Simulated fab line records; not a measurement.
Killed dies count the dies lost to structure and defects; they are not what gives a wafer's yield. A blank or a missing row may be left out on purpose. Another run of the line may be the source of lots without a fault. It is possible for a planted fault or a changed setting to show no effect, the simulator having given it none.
fab line records | flow n5_finfet
record: lots: 11 wafers: 29 last_day: 18
route steps=1938 shown BEOL_M7@1308 PASSIVATION@1936
lots untouched by any fault: they come from a run of this same line in which no faults occurred
start_h: the number of hours between the record's first day and the start of the first shown wafer of the lot | wait_h: hours since the lot's step before | " same as the row above | L1.1+2: a single row standing in for several wafers | - either no value or no given start | * or withheld: withheld | < > ~ a bound
route shown NAME@n: NAME is a module with steps in the file, n the number in the route of the first one | usual: mean/standard deviation of fault-free wafers | same: alike in all rows | chamber/n: place in a boat | sites: each site's reading | _std_site: standard deviation across them | _edge_site: the outer-site mean with the inner-site mean subtracted | radius_mm: how far each site lies from the wafer's centre | mask NAME#n: copy n | behind: the tool/chamber that last shaped the wafer | hold: why the lot was held/for how many hours/how that ended | device: which transistor (n, p or np) failed to switch | end of line: tests of these same wafers at the route's end | a step without rows: its recipe alone | killed: at the first sort, the dies lost to defects and structure; wafer yield is something else | map: a wafer's dies, x killed, . not, _ none there
set.NAME: the setting the step ran with; set.NAME@STEP: the setting that earlier step ran with | model.NAME: the simulator's own value behind a step, which no gauge read
the route's steps for a sample of lots (tables are steps, rows are wafers)
services: from which hour (start_h, from the record's first day; less than 0 if before it) a tool's chamber was out of use, for how many hours, and why
== steps ==
step: N5_BEOL_M7_TRENCH_ETCH_37
recipe: chemistry: C4F6/O2 target_depth_a: 934.78 target: SiCOH_lowk time_s: 31.2 ion_energy_ev: 250 pressure_mtorr: 30 source_w: 345 bias_w: 185 Ar_flow_sccm: 300 C4F6_flow_sccm: 10 O2_flow_sccm: 10
usual: O2_flow_sccm: 10.00/0.031 drypump_motor_current_A: 5.8/0.35 oes_product_au: 0.81/0.088 rf_fwd_power_W: 340.2/1.8 rf_vpp_V: 656/14 showerhead_plenum_p_Torr: 2.83/0.12 throttle_valve_pct: 20.88/0.26
columns lot.wafer tool chamber start_h wait_h O2_flow_sccm drypump_motor_current_A oes_product_au rf_fwd_power_W rf_hours_counter_h rf_vpp_V showerhead_plenum_p_Torr throttle_valve_pct
L447.1 rie_diel-06 1 - - 9.96 6.2 0.90 342.5 28 657 2.81 21.10
L447.2 " 0 " " 10.04 5.5 0.69 343.8 231 656 2.72 21.13
L447.3 " 3 " " 9.97 6.0 0.77 341.5 127 635 2.78 21.16
L450.5 rie_diel-03 1 - - 9.99 5.6 0.72 338.1 - 652 2.71 21.20
L450.6 " 3 " " 10.01 5.5 0.68 340.3 - 649 2.72 20.93
L449.3 rie_diel-03 1 - - 10.01 5.6 0.73 337.6 200 650 2.71 21.20
L449.4 " 3 " " 9.98 5.5 0.68 341.3 246 648 2.72 20.93
L449.5 " 0 " " 9.98 5.9 0.87 341.8 - 648 2.87 20.97
L452.1 rie_diel-06 0 - - 10.00 5.5 0.69 344.5 240 656 2.71 21.12
L452.2 " 1 " " 9.97 6.2 0.88 341.7 37 655 2.80 21.10
L452.3 " 3 " " 10.01 6.0 0.76 342.6 135 635 2.78 21.18
L451.2 rie_diel-04 3 - - 10.00 5.7 0.78 338.3 130 654 2.65 20.73
L451.4 " 0 " " 9.98 5.4 0.73 337.7 179 657 2.71 20.66
L451.5 " 3 " " 9.95 5.6 0.78 337.0 - 655 2.65 20.73
L462.4 rie_diel-03 2 - - 10.01 6.5 0.92 341.2 - 648 2.80 20.51
L462.5 " 1 " " 10.03 5.6 0.72 336.2 - 651 2.70 21.25
L461.3 rie_diel-06 3 - - 10.00 6.0 0.73 342.8 163 634 2.77 21.21
L461.4 " 2 " " 9.99 5.9 0.88 339.8 22 685 2.89 20.62
L461.5 " 1 " " 9.98 6.2 0.85 340.6 - 656 2.79 21.14
L463.2 rie_diel-03 2 - - 10.03 6.5 0.89 339.5 33 646 2.79 20.51
L463.3 " 1 " " 10.06 5.5 0.71 336.0 228 650 2.70 21.24
L464.1 rie_diel-03 0 - - 10.01 5.8 0.82 339.0 75 649 2.86 21.02
L464.5 " 0 " " 9.96 5.8 0.82 339.7 - 647 2.86 21.03
L464.6 " 3 " " 9.99 5.5 0.90 341.3 - 659 3.05 20.57
L467.2 rie_diel-04 2 - - 9.98 6.0 0.90 340.0 33 704 2.94 21.11
L467.5 " 0 " " 9.99 5.4 0.74 340.9 - 657 2.70 20.69
L470.2 rie_diel-03 1 - - 9.97 5.6 0.70 337.6 246 653 2.69 21.29
L470.5 " 2 " " 9.99 6.5 0.88 339.8 - 648 2.79 20.54
L470.6 " 1 " " 9.99 5.6 0.70 338.0 - 651 2.69 21.26
step: N5_BEOL_M7_ALD_77
recipe: material: TaN target_thk_a: 20 temp_c: 275 ald_precursor_family: PDMAT ald_co_reactant: NH3 pressure_torr: 3 carrier_flow_sccm: 1500 pulse_time_s: 2 purge_time_s: 3 co_reactant_purge_time_s: 2 co_reactant_pulse_time_s: 3 ald_cycles: 40 precursor_vessel_temp_c: 75 precursor_vessel_pressure_torr: 26.25 precursor_vessel_carrier_sccm: 1000
usual: heater_power_w: 398/58
same: co_reactant_pulse_time_s: 3 pulse_time_s: 2
columns lot.wafer tool chamber start_h wait_h heater_power_w
L447.1 ald_metal-04 0 189.14 0.3 394
L447.2 " 1 " " 373
L447.3 " 3 " " 334
L450.5 ald_metal-01 2 208.01 0.2 486
L450.6 " 1 " " 465
L449.3 ald_metal-02 3 211.48 0.1 319
L449.4 " 2 " " 477
L449.5 " 0 " " 483
L452.1 ald_metal-04 0 216.64 0.0 406
L452.2 " 1 " " 372
L452.3 " 3 " " 344
L451.2 ald_metal-04 3 225.77 0.2 341
L451.4 " 1 " " 379
L451.5 " 0 " " 405
L462.4 ald_metal-01 0 284.21 0.0 387
L462.5 " 2 " " 474
L461.3 ald_metal-02 2 292.82 0.5 490
L461.4 " 1 " " 305
L461.5 " 3 " " 316
L463.2 ald_metal-04 2 307.41 0.0 384
L463.3 " 0 " " 399
L464.1 ald_metal-04 0 311.91 0.0 401
L464.5 " 3 " " 330
L464.6 " 2 " " 398
L467.2 ald_metal-04 0 321.74 0.1 395
L467.5 " 3 " " 324
L470.2 ald_metal-04 0 359.87 0.0 407
L470.5 " 2 " " 398
L470.6 " 1 " " 384
step: N5_BEOL_M7_SURFACE_TREAT_79
recipe: gas: Ar time_s: * ion_energy_ev: * ion_current_ma_cm2: 0.5 pressure_mtorr: * ar_flow_sccm: 30
usual: throttle_valve_pct: *
columns lot.wafer tool chamber start_h wait_h throttle_valve_pct
L447.1 pvd_sputter-03 - 189.49 0.2 *
L447.2 " - " " *
L447.3 " - " " *
L450.5 pvd_sputter-01 - 208.34 0.2 *
L450.6 " - " " *
L449.3 pvd_sputter-03 - 211.86 0.2 *
L449.4 " - " " *
L449.5 " - " " *
L452.1 pvd_sputter-01 - 216.96 0.2 *
L452.2 " - " " *
L452.3 " - " " *
L451.2 pvd_sputter-01 - 226.08 0.2 *
L451.4 " - " " *
L451.5 " - " " *
L462.4 pvd_sputter-02 - 284.49 0.2 *
L462.5 " - " " *
L461.3 pvd_sputter-02 - 293.24 0.3 *
L461.4 " - " " *
L461.5 " - " " *
L463.2 pvd_sputter-01 - 307.69 0.2 *
L463.3 " - " " *
L464.1 pvd_sputter-01 - 312.21 0.2 *
L464.5 " - " " *
L464.6 " - " " *
L467.2 pvd_sputter-03 - 322.13 0.3 *
L467.5 " - " " *
L470.2 pvd_sputter-01 - 360.49 0.5 *
L470.5 " - " " *
L470.6 " - " " *
step: N5_BEOL_M7_ECD_50
recipe: material: Cu target_thk_a: 3000
columns lot.wafer tool chamber start_h wait_h
L447.1+2+3 ecd_cu-01 0,1,0 189.87 0.1
L450.5+6 ecd_cu-01 1,0 208.90 0.1
L449.3+4+5 ecd_cu-01 0,1,1 212.36 0.1
L452.1+2+3 ecd_cu-01 1,0,0 217.30 0.1
L451.2+4+5 ecd_cu-01 1 226.47 0.1
L462.4+5 ecd_cu-01 1,0 284.89 0.1
L461.3+4+5 ecd_cu-02 0,1,1 293.64 0.1
L463.2+3 ecd_cu-02 0,1 308.23 0.1
L464.1+5+6 ecd_cu-02 1,1,0 312.56 0.1
L467.2+5 ecd_cu-02 1,0 322.47 0.1
L470.2+5+6 ecd_cu-02 1,1,0 361.00 0.1
step: N5_BEOL_M7_CMP_52
recipe: stop_on: SiCOH_lowk t_overpolish_s: 6.9 down_force_psi: 1 platen_rpm: 50 clearing_platen_down_force_psi: 1.5 clearing_platen_rpm: 50 post_cmp_clean: cu_alkaline target_thk_nm: 80 clearing_platen_pad_velocity_m_s: 0.99484 pad_velocity_m_s: 0.99484
usual: clearing_platen_down_force_psi: 1.500/0.0031 head_pressure_psi: 1.0002/0.002 motor_current_A: 6.1/0.64 platen_rpm: 50.00/0.034 retaining_ring_pressure_frac: 1.000/0.0051 time_to_endpoint_s: 63/3.4
columns lot.wafer tool chamber start_h wait_h clearing_platen_down_force_psi head_pressure_psi motor_current_A platen_rpm retaining_ring_pressure_frac time_to_endpoint_s
L447.1 cmp-01 2 190.35 0.3 1.496 0.9990 6.6 50.01 1.004 60
L447.3 " 3 " " 1.504 1.0017 6.8 50.05 0.998 65
L447.2 " 1 " " 1.503 0.9967 5.1 50.00 1.005 62
L450.5 cmp-03 1 209.40 0.2 1.497 0.9982 5.6 50.00 0.998 55
L450.6 " 2 " " 1.496 0.9999 6.2 49.98 1.000 61
L449.3 cmp-01 2 212.73 0.2 1.499 1.0001 6.6 50.08 1.000 59
L449.4 " 1 " " 1.505 0.9981 5.2 49.96 0.998 60
L449.5 " 3 " " 1.501 1.0040 6.8 50.03 0.998 66
L452.3 cmp-04 0 218.04 0.2 1.502 1.0017 5.6 49.89 1.004 100
L452.1 " 2 " " 1.497 1.0003 5.0 50.00 1.008 65
L452.2 " 3 " " 1.496 1.0040 6.5 50.00 0.998 99
L451.2 cmp-03 2 227.06 0.3 1.497 1.0011 6.1 49.94 0.999 105
L451.4 " 3 " " 1.496 1.0015 6.7 50.02 1.001 68
L451.5 " 1 " " 1.501 1.0009 5.7 50.02 0.997 62
L462.4 cmp-03 3 285.60 0.1 1.500 1.0029 6.8 49.90 0.996 63
L462.5 " 3 " " 1.504 0.9975 6.6 50.06 0.993 60
L461.3 cmp-03 3 294.05 0.2 1.498 0.9984 6.7 50.03 0.993 62
L461.4 " 1 " " 1.495 1.0021 5.7 50.05 1.005 59
L461.5 " 3 " " 1.501 0.9994 6.7 50.03 0.996 64
L463.3 cmp-03 1 308.71 0.3 1.503 0.9963 5.7 50.05 1.001 62
L463.2 " 2 " " 1.499 1.0016 6.2 49.94 1.006 65
L464.1 cmp-04 0 312.96 0.3 1.501 1.0027 5.8 50.02 0.997 60
L464.5 " 0 " " 1.505 1.0012 5.4 50.02 1.001 61
L464.6 " 1 " " 1.495 1.0062 6.7 50.02 0.996 60
L467.2 cmp-04 2 323.19 0.4 1.501 0.9992 5.2 49.98 1.001 63
L467.5 " 1 " " 1.502 1.0020 6.6 50.04 0.989 59
L470.2 cmp-01 1 361.74 0.3 1.498 1.0000 5.0 50.00 0.993 60
L470.5 " 2 " " 1.498 1.0017 6.5 49.97 1.007 59
L470.6 " 3 " " 1.498 1.0001 6.8 50.02 1.002 63
step: N5_PASSIVATION_PROBE_49
usual: defect_limited_yield: 90.9/1.6 killed_at_M0_to_M3: 34/10 killed_at_M4_up: 13/5.4 killed_at_contacts: 13/6 killed_at_front_end: 42/13 killed_at_other: 4/3.2 killed_dies: 107/18 killed_open: 69/14 killed_short: 35/7.7 sort_bin_4_leakage: 0.02/0.17 sort_bin_5_function: 5.3/1 sort_bin_6_memory: 3.3/0.75 sort_n_pass: 1073/19 sort_yield_pct: 90.9/1.6
same: gross_dies: 1180 killed_at_back_side: 0 sort_bin_8_speed[%]: 0
columns lot.wafer tool chamber start_h wait_h defect_limited_yield[%] killed_at_M0_to_M3 killed_at_M4_up killed_at_contacts killed_at_front_end killed_at_other killed_dies killed_open killed_short sort_bin_4_leakage[%] sort_bin_5_function[%] sort_bin_6_memory[%] sort_n_pass sort_yield_pct[%]
L447.1 prober-02 - 265.70 0.0 92.1 25 26 9 33 0 93 61 28 0 4.9 2.8 1087 92.1
L447.2 prober-02 - 265.75 0.1 92.0 23 10 17 43 1 94 54 39 0 4.1 3.2 1086 92.0
L447.3 prober-02 - 265.80 0.1 91.2 29 18 25 30 2 104 67 33 0 5.5 3.0 1076 91.2
L450.5 prober-02 - 280.29 0.2 89.8 45 12 13 48 2 120 79 31 0 6.1 3.1 1060 89.8
L450.6 prober-02 - 280.34 0.3 91.7 36 17 7 36 2 98 63 33 0 5.1 3.1 1082 91.7
L449.3 prober-01 - 287.61 0.1 93.4 25 14 15 23 1 78 55 22 0 3.1 3.2 1102 93.4
L449.4 prober-01 - 287.66 0.2 91.9 30 13 17 32 3 95 58 34 0 5.3 2.6 1085 91.9
L449.5 prober-01 - 287.71 0.2 91.8 37 12 13 32 3 97 61 35 0 3.9 3.8 1083 91.8
L452.1 prober-01 - 289.50 0.0 91.5 36 16 9 34 5 100 73 27 0 5.3 2.9 1080 91.5
L452.2 prober-01 - 289.55 0.1 91.9 35 7 18 33 3 96 57 38 0 4.2 3.4 1084 91.9
L452.3 prober-01 - 289.60 0.1 91.1 42 14 12 28 9 105 67 35 0 5.8 3.0 1075 91.1
L451.2 prober-02 - 294.51 0.1 91.6 27 11 18 40 3 99 58 31 0 4.7 2.6 1081 91.6
L451.4 prober-02 - 294.61 0.2 90.8 46 3 3 56 1 109 69 34 0 5.8 3.2 1071 90.8
L451.5 prober-02 - 294.66 0.2 91.2 22 7 15 59 1 104 72 29 0 5.0 3.5 1076 91.2
L462.4 prober-02 - 357.22 0.2 92.8 28 20 3 30 4 85 51 31 0 3.7 2.7 1095 92.8
L462.5 prober-02 - 357.27 0.2 93.1 24 23 6 23 6 82 61 20 0 4.2 2.6 1098 93.1
L461.3 prober-02 - 361.36 0.1 86.2 48 11 15 78 11 163 104 53 0 7.2 5.6 1017 86.2
L461.4 prober-02 - 361.41 0.2 88.1 45 11 11 71 3 141 79 60 0 6.4 5.1 1039 88.1
L461.5 prober-02 - 361.46 0.2 86.9 55 11 14 72 2 154 94 59 0 7.5 5.1 1026 86.9
L463.2 prober-02 - 374.71 0.1 88.3 48 10 11 55 14 138 90 47 0 7.6 3.7 1042 88.3
L463.3 prober-02 - 374.76 0.1 88.6 53 8 8 56 10 135 85 43 0 5.6 4.9 1045 88.6
L464.1 prober-01 - 388.60 0.0 90.3 35 16 17 45 2 115 70 39 0.08 5.4 3.8 1064 90.2
L464.5 prober-01 - 388.80 0.2 89.1 62 14 17 27 9 129 88 40 0 6.3 4.4 1051 89.1
L464.6 prober-01 - 388.85 0.3 90.0 62 10 7 36 3 118 72 42 0 6.4 3.1 1062 90.0
L467.2 prober-01 - 394.95 0.1 91.5 25 14 15 45 1 100 58 40 0 5.6 2.7 1080 91.5
L467.5 prober-01 - 395.10 0.2 90.1 33 14 8 61 1 117 63 42 0 5.8 3.0 1063 90.1
L470.2 prober-02 - 432.52 0.1 89.7 24 17 8 65 7 121 72 43 0 5.8 4.3 1059 89.7
L470.5 prober-02 - 432.67 0.2 89.4 19 14 27 59 6 125 81 38 0 6.2 4.2 1055 89.4
L470.6 prober-02 - 432.72 0.3 89.1 33 17 21 48 10 129 86 36 0 5.5 5.1 1051 89.1
killed by level:class
L447.1 STI_FIN_REVEAL:geometric_particle:open=10 FIN_SAQP:geometric_particle:open=7 MOL_CONTACT_COAG:geometric_particle:open=7 BEOL_M4:geometric_particle:open=7 FIN_SAQP:geometric_particle:short=6 BEOL_M0_SAQP:geometric_particle:open=6 BEOL_M0_SAQP:geometric_particle:short=6 BEOL_M1:geometric_particle:open=6
L447.2 MOL_CONTACT_COAG:geometric_particle:open=12 FIN_SAQP:geometric_particle:short=11 STI_FIN_REVEAL:geometric_particle:open=8 FIN_SAQP:geometric_particle:open=7 MOL_CONTACT_COAG:geometric_particle:short=5 BEOL_M0_SAQP:geometric_particle:open=5 BEOL_M0_SAQP:geometric_particle:short=5 BEOL_M5:geometric_particle:open=4
L447.3 MOL_CONTACT_COAG:geometric_particle:open=21 BEOL_M0_SAQP:geometric_particle:short=9 STI_FIN_REVEAL:geometric_particle:open=7 BEOL_M4:geometric_particle:open=7 BEOL_M1:geometric_particle:open=7 FIN_SAQP:geometric_particle:open=5 FIN_SAQP:geometric_particle:short=5 MOL_CONTACT_COAG:geometric_particle:short=4
L450.5 MOL_CONTACT_COAG:geometric_particle:open=11 DUMMY_GATE:geometric_particle:open=10 BEOL_M0_SAQP:geometric_particle:open=8 BEOL_M0_SAQP:geometric_particle:short=8 BEOL_M1:geometric_particle:open=8 HKMG_FIN:area_etch=8 STI_FIN_REVEAL:geometric_particle:open=7 FIN_SAQP:geometric_particle:open=6
L450.6 BEOL_M1:geometric_particle:open=14 DUMMY_GATE:geometric_particle:open=9 BEOL_M0_SAQP:geometric_particle:short=9 BEOL_M4:geometric_particle:open=9 STI_FIN_REVEAL:geometric_particle:open=7 BEOL_M0_SAQP:geometric_particle:open=7 FIN_SAQP:geometric_particle:short=5 FIN_SAQP:geometric_particle:open=3
L449.3 MOL_CONTACT_COAG:geometric_particle:open=13 FIN_SAQP:geometric_particle:short=10 BEOL_M2:geometric_particle:open=8 BEOL_M0_SAQP:geometric_particle:open=5 STI_FIN_REVEAL:geometric_particle:open=4 BEOL_M5:geometric_particle:open=4 ILD0:geometric_particle:open=3 BEOL_M1:geometric_particle:open=3
L449.4 MOL_CONTACT_COAG:geometric_particle:open=11 BEOL_M1:geometric_particle:open=8 BEOL_M2:geometric_particle:open=7 MOL_CONTACT_COAG:geometric_particle:short=6 FIN_SAQP:geometric_particle:short=4 STI_FIN_REVEAL:geometric_particle:open=4 DUMMY_GATE:geometric_particle:open=4 BEOL_M0_SAQP:geometric_particle:short=4
L449.5 BEOL_M1:geometric_particle:open=13 MOL_CONTACT_COAG:geometric_particle:open=11 BEOL_M0_SAQP:geometric_particle:short=10 ILD0:geometric_particle:open=7 ILD0:geometric_particle:short=6 FIN_SAQP:geometric_particle:short=5 BEOL_M0_SAQP:geometric_particle:open=5 BEOL_M1:geometric_particle:short=5
L452.1 BEOL_M2:geometric_particle:open=14 FIN_SAQP:geometric_particle:open=8 BEOL_M3:geometric_particle:open=8 MOL_CONTACT_COAG:geometric_particle:open=7 BEOL_M0_SAQP:geometric_particle:open=6 BEOL_M5:geometric_particle:open=6 FIN_SAQP:geometric_particle:short=5 BEOL_M0_SAQP:geometric_particle:short=5
L452.2 MOL_CONTACT_COAG:geometric_particle:open=16 BEOL_M0_SAQP:geometric_particle:short=15 BEOL_M0_SAQP:geometric_particle:open=10 FIN_SAQP:geometric_particle:short=6 DUMMY_GATE:geometric_particle:open=6 ILD0:geometric_particle:short=5 ILD0:geometric_particle:open=4 GATE_CUT:geometric_particle:short=3
L452.3 MOL_CONTACT_COAG:geometric_particle:open=9 BEOL_M0_SAQP:geometric_particle:short=9 BEOL_M0_SAQP:geometric_particle:open=9 BEOL_M2:geometric_particle:open=7 BEOL_M3:geometric_particle:open=6 FIN_SAQP:geometric_particle:short=5 BEOL_M1:geometric_particle:open=5 DUMMY_GATE:geometric_particle:short=4
L451.2 MOL_CONTACT_COAG:geometric_particle:open=14 BEOL_M2:geometric_particle:open=11 HKMG_FIN:area_etch=8 STI_FIN_REVEAL:geometric_particle:open=7 BEOL_M0_SAQP:geometric_particle:short=5 BEOL_M5:geometric_particle:open=5 FIN_SAQP:geometric_particle:open=4 STI_FIN_REVEAL:geometric_particle:short=4
L451.4 FIN_SAQP:geometric_particle:open=18 STI_FIN_REVEAL:geometric_particle:open=13 BEOL_M2:geometric_particle:open=10 FIN_SAQP:geometric_particle:short=7 BEOL_M1:geometric_particle:open=7 BEOL_M2:geometric_particle:short=6 BEOL_M0_SAQP:geometric_particle:short=5 STARTING-WAFER:geometric_particle:short=5
L451.5 FIN_SAQP:geometric_particle:open=25 FIN_SAQP:geometric_particle:short=11 MOL_CONTACT_COAG:geometric_particle:open=11 BEOL_M2:geometric_particle:open=10 STI_FIN_REVEAL:geometric_particle:open=6 GATE_CUT:geometric_particle:short=4 BEOL_M1:geometric_particle:open=4 GATE_CUT:geometric_particle:open=3
L462.4 BEOL_M4:geometric_particle:open=7 BEOL_M0_SAQP:geometric_particle:short=6 BEOL_M0_SAQP:geometric_particle:open=5 BEOL_M3:geometric_particle:open=5 BEOL_M5:geometric_particle:open=5 DUMMY_GATE:geometric_particle:open=4 ILD0:geometric_particle:short=4 GATE_CUT:geometric_particle:short=4
L462.5 BEOL_M2:geometric_particle:open=8 BEOL_M5:geometric_particle:open=6 STI_FIN_REVEAL:geometric_particle:open=6 FIN_SAQP:geometric_particle:short=5 MOL_CONTACT_COAG:geometric_particle:open=5 BEOL_M8:geometric_particle:open=5 BEOL_M1:geometric_particle:open=4 BEOL_M4:geometric_particle:open=4
L461.3 STI_FIN_REVEAL:geometric_particle:open=17 BEOL_M1:geometric_particle:open=16 DUMMY_GATE:geometric_particle:open=14 MOL_CONTACT_COAG:geometric_particle:open=13 BEOL_M0_SAQP:geometric_particle:short=11 BEOL_M0_SAQP:geometric_particle:open=11 FIN_SAQP:geometric_particle:short=7 FIN_SAQP:geometric_particle:open=6
L461.4 FIN_SAQP:geometric_particle:short=18 STI_FIN_REVEAL:geometric_particle:open=13 FIN_SAQP:geometric_particle:open=10 GATE_CUT:geometric_particle:short=9 BEOL_M0_SAQP:geometric_particle:open=9 BEOL_M1:geometric_particle:open=9 DUMMY_GATE:geometric_particle:open=8 MOL_CONTACT_COAG:geometric_particle:open=7
L461.5 STI_FIN_REVEAL:geometric_particle:open=27 BEOL_M0_SAQP:geometric_particle:short=14 FIN_SAQP:geometric_particle:short=13 BEOL_M0_SAQP:geometric_particle:open=13 MOL_CONTACT_COAG:geometric_particle:open=13 BEOL_M1:geometric_particle:open=13 STI_FIN_REVEAL:geometric_particle:short=7 BEOL_M1:geometric_particle:short=7
L463.2 FIN_SAQP:geometric_particle:open=22 BEOL_M0_SAQP:geometric_particle:open=13 BEOL_M0_SAQP:geometric_particle:short=11 BEOL_M3:geometric_particle:open=10 STI_FIN_REVEAL:geometric_particle:open=8 MOL_CONTACT_COAG:geometric_particle:open=8 GATE_CUT:geometric_particle:short=6 GATE_CUT:geometric_particle:open=5
L463.3 STI_FIN_REVEAL:geometric_particle:open=18 BEOL_M0_SAQP:geometric_particle:short=17 BEOL_M0_SAQP:geometric_particle:open=11 STI_FIN_REVEAL:geometric_particle:short=9 DUMMY_GATE:geometric_particle:open=9 BEOL_M3:geometric_particle:open=9 MOL_CONTACT_COAG:geometric_particle:open=7 HKMG_FIN:area_etch=6
L464.1 MOL_CONTACT_COAG:geometric_particle:open=14 BEOL_M0_SAQP:geometric_particle:short=12 FIN_SAQP:geometric_particle:open=11 BEOL_M4:geometric_particle:open=9 FIN_SAQP:geometric_particle:short=8 DUMMY_GATE:geometric_particle:open=5 STARTING-WAFER:geometric_particle:short=5 BEOL_M1:geometric_particle:open=5
L464.5 BEOL_M0_SAQP:geometric_particle:open=22 BEOL_M0_SAQP:geometric_particle:short=20 MOL_CONTACT_COAG:geometric_particle:open=14 BEOL_M4:geometric_particle:open=11 BEOL_M1:geometric_particle:open=9 STI_FIN_REVEAL:geometric_particle:open=6 BEOL_M2:geometric_particle:open=5 DUMMY_GATE:geometric_particle:open=4
L464.6 BEOL_M0_SAQP:geometric_particle:open=23 BEOL_M0_SAQP:geometric_particle:short=14 FIN_SAQP:geometric_particle:open=8 GATE_CUT:geometric_particle:short=7 MOL_CONTACT_COAG:geometric_particle:open=7 BEOL_M3:geometric_particle:open=7 BEOL_M1:geometric_particle:open=6 BEOL_M4:geometric_particle:open=6
L467.2 FIN_SAQP:geometric_particle:open=13 FIN_SAQP:geometric_particle:short=13 MOL_CONTACT_COAG:geometric_particle:open=11 BEOL_M0:geometric_particle:open=7 BEOL_M3:geometric_particle:open=7 MOL_CONTACT_COAG:geometric_particle:short=4 BEOL_M0_SAQP:geometric_particle:short=3 BEOL_M3:geometric_particle:short=3
L467.5 FIN_SAQP:geometric_particle:open=12 FIN_SAQP:geometric_particle:short=11 DUMMY_GATE:geometric_particle:open=8 BEOL_M0_SAQP:geometric_particle:short=8 STARTING-WAFER:geometric_particle:open=7 HKMG_FIN:area_etch=7 MOL_CONTACT_COAG:geometric_particle:open=6 BEOL_M0_SAQP:geometric_particle:open=6
L470.2 FIN_SAQP:geometric_particle:short=18 STI_FIN_REVEAL:geometric_particle:open=16 BEOL_M3:geometric_particle:open=16 BEOL_M4:geometric_particle:open=8 FIN_SAQP:geometric_particle:open=6 STI_FIN_REVEAL:geometric_particle:short=6 MOL_CONTACT_COAG:geometric_particle:open=6 DUMMY_GATE:geometric_particle:open=5
L470.5 MOL_CONTACT_COAG:geometric_particle:open=20 FIN_SAQP:geometric_particle:open=15 STI_FIN_REVEAL:geometric_particle:open=11 BEOL_M4:geometric_particle:open=8 FIN_SAQP:geometric_particle:short=7 MOL_CONTACT_COAG:geometric_particle:short=7 GATE_CUT:geometric_particle:short=5 BEOL_M2:geometric_particle:open=5
L470.6 STI_FIN_REVEAL:geometric_particle:open=15 MOL_CONTACT_COAG:geometric_particle:open=15 FIN_SAQP:geometric_particle:open=11 BEOL_M2:geometric_particle:short=10 BEOL_M3:geometric_particle:open=8 BEOL_M4:geometric_particle:open=8 FIN_SAQP:geometric_particle:short=6 MOL_CONTACT_COAG:geometric_particle:short=5
== services ==
columns tool chamber start_h hours kind
ecd_cu-01 - 162.35 0.4 repair
ecd_cu-01 - 164.86 1.7 repair
rie_diel-06 2 178.37 10.6 repair
cmp-01 - 195.35 3.5 repair
cmp-04 - 199.06 17.2 pm
rie_diel-06 - 201.59 2.8 pm
ecd_cu-01 - 221.68 0.9 repair
cmp-04 - 224.79 1.5 repair
cmp-01 - 228.23 0.9 repair
cmp-01 - 230.09 1.5 repair
ald_metal-04 - 238.72 18.2 repair
ecd_cu-01 - 251.17 2.8 repair
cmp-03 - 251.27 4.0 pm
cmp-01 - 259.16 1.2 repair
cmp-04 - 263.30 0.7 repair
rie_diel-03 - 267.61 2.8 pm
cmp-03 - 272.64 0.3 repair
cmp-01 - 281.15 0.8 repair
rie_diel-03 3 285.89 4.9 repair
ald_metal-04 - 286.28 8.7 pm
ecd_cu-01 - 296.10 65.9 repair
rie_diel-06 - 318.79 1.1 repair
cmp-03 - 332.55 0.6 repair
cmp-03 - 335.14 7.4 pm
== key ==
first_sign: step: N5_BEOL_M7_CMP_52 reading: time_to_endpoint_s direction: up sigmas: 11 usual: * struck: *
effect none on later readings
met_at N5_BEOL_M7_ECD_50
struck_lots L451,L452
struck_wafers L451.2,L452.2,L452.3
not_acting_at N5_BEOL_M7_TRENCH_ETCH_37,N5_BEOL_M7_ALD_77,N5_BEOL_M7_SURFACE_TREAT_79
onset_between 212.36 217.30
fault: kind: process_parameter_drift tool: ecd_cu-01 chamber: - onset_h: 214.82 steps: N5_BEOL_M7_ECD_50 channel: target_thk_a offset: * shape: step end_h: 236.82 scope: struck_wafers_only acts_in: * stated: *
